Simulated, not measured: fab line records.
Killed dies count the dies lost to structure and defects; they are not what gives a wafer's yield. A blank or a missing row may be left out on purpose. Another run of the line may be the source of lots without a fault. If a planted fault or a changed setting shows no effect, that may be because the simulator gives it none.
A lot that was struck, set against a sound lot -- flow n5Finfet -- 39 steps out of a route of 1938
Sound: wafers L788.4, L788.5, L788.6. Struck: wafers L780.1, L780.5, L780.6. The cause is named last.
For every step that has rows: the tool of each side, followed by ch and its chambers, followed by its first start. Under that, the readings that differ: sound wafers -- struck wafers -- difference of the means -- sigmas: that difference in standard deviations of wafers without a fault.
alike: readings with means less than 2 such deviations apart, plus words and numbers identical on both sides. not compared: withheld readings, readings lacking a value on some wafer, bounds such as >300 that could conceal the same value, and numbers that have no deviation in the record and whose values overlap.
Wherever a step has rows on one side only, a row that says differs or no value, or a row with sigmas, the two part there. Non-overlapping numbers with no deviation appear without sigmas and do not part them. A reading missing from all wafers of one side parts the sides only when that side holds two or more wafers.

first, 9 steps without rows for these wafers: N5_MOL_CONTACT_COAG_PRE_CLEAN_142 (time 60 s); N5_MOL_CONTACT_COAG_SPUTTER_130 (material Co, target thk 47.5 nm); N5_MOL_CONTACT_COAG_PRECLEAN_125 (cleans in DIW, time 57.5 s); N5_MOL_CONTACT_COAG_SRD_126 (dry time 32 s); N5_MOL_CONTACT_COAG_CMP_23 (polishes, stops on SiO2, t overpolish 1.5 s, target thk 0 nm); N5_MOL_CONTACT_COAG_WET_ETCH_26 (target Co, target depth 13 nm); N5_MOL_CONTACT_COAG_WET_ETCH_116 (etches the open film in SC1-inhibited, target depth 4.6 nm, rinse time 30 s); N5_MOL_CONTACT_COAG_ALD_27 (deposits SiOC, target thk 17 nm, pulse time 1.5 s, time 2720 s); N5_MOL_CONTACT_COAG_CMP_28 (polishes, stops on SiNx, t overpolish 0.85 s, target thk 14.522 nm).
N5_MOL_CONTACT_COAG_ALD_123: deposits SiNx, target thk 5 nm, pulse time 1 s, purge time 2 s.
  sound on aldSin-04 ch 1,2,3, day 9 06:49; struck on aldSin-01 ch 1,2, day 7 13:49
  no value came back on the struck wafers for any of 5 readings (aldCycles, chamberPressureTorr (Torr) and others); on the sound wafers aldCycles reads 100 100 100
then, 22 steps without rows for these wafers: N5_MOL_CONTACT_COAG_PECVD_31 (deposits SiO2 from TEOS/O2, target thk 46 nm, time 8.9 s); N5_MOL_CONTACT_COAG_COAT_75 (time 60 s, resist thk 60 nm); N5_MOL_CONTACT_COAG_COAT_76 (time 60 s, resist thk 10 nm); N5_MOL_CONTACT_COAG_COAT_77 (time 60 s, resist thk 10 nm); N5_MOL_CONTACT_COAG_COAT_78 (resist thk 40 nm); N5_MOL_CONTACT_COAG_EBR_80; N5_MOL_CONTACT_COAG_SOFTBAKE_79 (time 60 s); N5_MOL_CONTACT_COAG_EXPOSE_81 (exposes mask VG, defocus 0 nm); N5_MOL_CONTACT_COAG_PEB_82 (peb time 60 s); N5_MOL_CONTACT_COAG_DEVELOP_83 (develop time 30 s); N5_MOL_CONTACT_COAG_DESCUM_88 (chemistry O2, time 7 s); N5_MOL_CONTACT_COAG_ETCH_89 (etches underlayer in N2/H2, target depth 13 nm, time 10.4 s); N5_MOL_CONTACT_COAG_ETCH_90 (etches SiARC in CF4, target depth 13 nm, time 21.7 s); N5_MOL_CONTACT_COAG_ALD_131 (deposits SiO2, target thk 5 nm, pulse time 1 s, co reactant pulse time 1 s); N5_MOL_CONTACT_COAG_ETCHBACK_132 (etches SiO2 in CHF3, target depth 10 nm, time 6.7 s); N5_MOL_CONTACT_COAG_ETCH_91 (etches SOC in N2/H2, target depth 60 nm, overetch 21 nm, time 101.2 s); N5_MOL_CONTACT_COAG_STRIP_92 (strips in N2/H2); N5_MOL_CONTACT_COAG_STRIP_93 (strips in N2/H2); N5_MOL_CONTACT_COAG_ETCHBACK_135 (etches SiO2 in CHF3, target depth 25 nm, time 16.7 s); N5_MOL_CONTACT_COAG_STRIP_118 (strips in CHF3); N5_MOL_CONTACT_COAG_VIA_ETCH_46 (etches SiO2 in C4F6/O2, target depth 46 nm, overetch 9.2 nm, time 40 s); N5_MOL_CONTACT_COAG_STRIP_96 (strips in N2/H2).
N5_MOL_CONTACT_COAG_ETCH_47: etches SiNx in CH3F/O2, stops on W, target depth 27 nm.
  sound on rieDiel-02 ch 0,1, day 9 08:28; struck on rieDiel-05 ch 2,3, day 7 15:38
reading,sound,struck,difference,sigmas
etchRfOnTimeS (s),31.8 32.1 31.3,37.5 37.4 36.7,+5.5,+12
model.etch.tClearS (s),26.5 26.74 26.13,31.28 31.18 30.59,+4.56,
model.MOL_CONTACT_COAG.featureDepthNm (nm),18.6 18.6 18.6,22.2 21.8 21.8,+3.3,
model.etch.depthNm (nm),18.03 18.06 17.92,21.55 21.07 20.98,+3.20,
  alike: drypumpMotorCurrentA, oesProductAu, rfVppV, showerheadPlenumPTorr, throttleValvePct
  not compared: rfHoursCounterH
then, 3 steps without rows for these wafers: N5_MOL_CONTACT_COAG_STRIP_119 (strips in N2/H2, time 30 s); N5_MOL_CONTACT_COAG_PRECLEAN_144 (cleans in alkaline clean, time 60 s); N5_MOL_CONTACT_COAG_SRD_145 (time 30 s).
N5_MOL_CONTACT_COAG_ETCH_124: etches SiNx in CH3F/O2, stops on SiOC, target depth 6.5 nm.
  sound on rieDiel-05 ch 2,3, day 9 09:50; struck on rieDiel-05 ch 0,2,3, day 7 16:59
reading,sound,struck,difference,sigmas
oesProductAu (a.u.),0.60 0.59 0.60,0.26 0.27 0.35,-0.30,-4
model.etch.depthNm (nm),4.946 4.956 4.964,0 0 0,-5,
  alike: drypumpMotorCurrentA, rfVppV, showerheadPlenumPTorr, throttleValvePct
  not compared: rfHoursCounterH
-- the record jumps here: 6 days lie between the struck wafers' starts before and after (it left off in module MOL_CONTACT_COAG and takes up again in module BEOL_M4, whose first step shown is number 1111 of the route) --
N5_BEOL_M4_RC_MEAS_101:
  sound on prober-01 ch 0, day 16 16:45; struck on prober-02 ch 0, day 13 23:03
  alike: DIBL_N, DIBL_P, IOFF_N, IOFF_P, ION_N, ION_P, SS_N, SS_P, VT_N, VT_P
-- the record jumps here: 5 days lie between the struck wafers' starts before and after (it left off in module BEOL_M4 and takes up again in module PASSIVATION, whose first step shown is number 1936 of the route) --
N5_PASSIVATION_PROBE_49:
  sound: prober-01 at day 21 05:41; struck: prober-02 at day 18 14:11
reading,sound,struck,difference,sigmas
defectLimitedYield (%),93.1 90.7 93.5,59.3 59.7 60.6,-32.6,-27
killedAtContacts,5 5 4,411 393 381,+390,+61
killedDies,81 110 77,480 476 465,+384,+26
killedOnRim,7 15 9,14 15 64,+21,+6
sort_bin_5_function (%),4.3 6.1 3.6,38.0 36.9 36.2,+32.4,+38
sortNPass,1099 1070 1103,700 704 715,-384,-26
sortYieldPct (%),93.1 90.7 93.5,59.3 59.7 60.6,-32.6,-27
  alike: killed_at_M0_to_M3, killed_at_M4_up, killedAtFrontEnd, killedAtOther, killedOpen, killedShort, sort_bin_6_memory

== WHERE THEY PART ==
Last at N5_PASSIVATION_PROBE_49 as far as this record goes, first at N5_MOL_CONTACT_COAG_ALD_123.

WHY: whatever the simulator had introduced
Whole step skipped at N5_MOL_CONTACT_COAG_ALD_123 on aldSin-01, starting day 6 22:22. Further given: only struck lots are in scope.
